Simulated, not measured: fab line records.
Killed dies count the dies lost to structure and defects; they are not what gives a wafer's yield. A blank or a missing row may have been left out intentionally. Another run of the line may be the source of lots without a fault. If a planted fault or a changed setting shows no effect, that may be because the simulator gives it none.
Chamber matching || flow nandHarc || 4 sister chambers for NHARC_A_STAIRCASE_TRIM_12 on rieDiel-06
The step chemistry O2, time 211.2 s. 8 wafers are shown with their chamber, then 8 later ones without.

WAFERS WITH THEIR CHAMBER
{"wafer": "L077.1", "chamber": 2, "drypumpMotorCurrentA (A)": 5.9, "showerheadPlenumPTorr (Torr)": 3.35}
{"wafer": "L077.5", "chamber": 2, "drypumpMotorCurrentA (A)": 5.9, "showerheadPlenumPTorr (Torr)": 3.35}
{"wafer": "L081.1", "chamber": 0, "drypumpMotorCurrentA (A)": 6.8, "showerheadPlenumPTorr (Torr)": 3.43}
{"wafer": "L080.2", "chamber": 3, "drypumpMotorCurrentA (A)": 5.5, "showerheadPlenumPTorr (Torr)": 3.47}
{"wafer": "L090.1", "chamber": 1, "drypumpMotorCurrentA (A)": 6.2, "showerheadPlenumPTorr (Torr)": 3.55}
{"wafer": "L090.3", "chamber": 0, "drypumpMotorCurrentA (A)": 6.8, "showerheadPlenumPTorr (Torr)": 3.42}
{"wafer": "L090.5", "chamber": 1, "drypumpMotorCurrentA (A)": 6.1, "showerheadPlenumPTorr (Torr)": 3.55}
{"wafer": "L091.1", "chamber": 3, "drypumpMotorCurrentA (A)": 5.4, "showerheadPlenumPTorr (Torr)": 3.46}

WAFERS WHOSE CHAMBER IS MISSING
{"wafer": "L091.5", "drypumpMotorCurrentA (A)": 5.9, "showerheadPlenumPTorr (Torr)": 3.33}
{"wafer": "L091.6", "drypumpMotorCurrentA (A)": 5.4, "showerheadPlenumPTorr (Torr)": 3.46}
{"wafer": "L092.2", "drypumpMotorCurrentA (A)": 6.2, "showerheadPlenumPTorr (Torr)": 3.54}
{"wafer": "L092.3", "drypumpMotorCurrentA (A)": 5.9, "showerheadPlenumPTorr (Torr)": 3.33}
{"wafer": "L092.4", "drypumpMotorCurrentA (A)": 6.8, "showerheadPlenumPTorr (Torr)": 3.42}
{"wafer": "L092.1", "drypumpMotorCurrentA (A)": 5.5, "showerheadPlenumPTorr (Torr)": 3.46}
{"wafer": "L092.5", "drypumpMotorCurrentA (A)": 5.5, "showerheadPlenumPTorr (Torr)": 3.45}
{"wafer": "L092.6", "drypumpMotorCurrentA (A)": 5.9, "showerheadPlenumPTorr (Torr)": 3.33}

WHICH CHAMBER EACH ONE RAN IN
{"wafer": "L091.5", "from the rows above": 2, "in truth": 2}
{"wafer": "L091.6", "from the rows above": 3, "in truth": 3}
{"wafer": "L092.2", "from the rows above": 1, "in truth": 1}
{"wafer": "L092.3", "from the rows above": 2, "in truth": 2}
{"wafer": "L092.4", "from the rows above": 0, "in truth": 0}
{"wafer": "L092.1", "from the rows above": 3, "in truth": 3}
{"wafer": "L092.5", "from the rows above": 3, "in truth": 3}
{"wafer": "L092.6", "from the rows above": 2, "in truth": 2}
8 of 8 placed correctly. From these rows, 0 cannot be placed. Placed wrongly: 0.
How it was worked out, from the rows above alone: a wafer's distance from a chamber is the root of the sum, over the readings, of the square of ((its reading less the chamber's mean) divided by the reading's scatter). The wafer belongs to the nearest chamber; if the next one is less than 2 further off, it can't be placed. Each chamber's mean is taken over the wafers shown for it. The scatter is the square root of a quotient: the sum, over the shown wafers, of each reading's squared deviation from its chamber's mean, divided by wafers minus chambers.
